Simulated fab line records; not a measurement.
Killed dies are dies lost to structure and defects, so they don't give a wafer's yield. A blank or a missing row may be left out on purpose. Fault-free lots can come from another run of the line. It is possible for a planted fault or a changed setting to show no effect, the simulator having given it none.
Chamber matching | flow n5Finfet | 4 sister chambers for N5_BEOL_M8_VIA_ETCH_34 on rieDiel-05
The step etches SiCOH lowk in C4F6/O2, target depth 125.5 nm, time 50.5 s. 8 wafers are shown with their chamber, then 7 later ones without.

## EACH WAFER AND ITS CHAMBER
wafer  | chamber | rfVppV (V) | throttleValvePct (%)
L081.4 | 0       | 680        | 20.87
L086.5 | 2       | 658        | 20.94
L090.5 | 1       | 663        | 20.73
L088.2 | 3       | 664        | 21.10
L088.5 | 3       | 663        | 21.11
L088.6 | 1       | 664        | 20.74
L097.3 | 2       | 656        | 20.96
L097.4 | 0       | 681        | 20.89

## WAFERS WITH NO CHAMBER GIVEN
wafer  | rfVppV (V) | throttleValvePct (%)
L097.5 | 657        | 20.97
L091.1 | 658        | 20.95
L091.2 | 680        | 20.90
L091.3 | 666        | 20.78
L092.1 | 680        | 20.89
L092.2 | 655        | 20.98
L092.5 | 680        | 20.89

## WHICH CHAMBER EACH ONE RAN IN
wafer  | from the rows above | in truth
L097.5 | 2                   | 2
L091.1 | 2                   | 2
L091.2 | 0                   | 0
L091.3 | 1                   | 1
L092.1 | 0                   | 0
L092.2 | 2                   | 2
L092.5 | 0                   | 0
Correctly placed: 7 of 7. Left unplaced by these rows: 0. 0 placed wrongly.
How it was worked out, from the rows above alone: a wafer's distance from a chamber is the root of the sum, over the readings, of the square of ((its reading less the chamber's mean) divided by the reading's scatter). If the next closest chamber is less than 2 further off than the closest, the wafer can't be placed; otherwise it belongs to the closest. For every chamber, the mean is computed from those of its wafers that are shown. The scatter: the root of (the sum of the squares of (reading less its chamber's mean) over the shown wafers, divided by (wafers less chambers)).
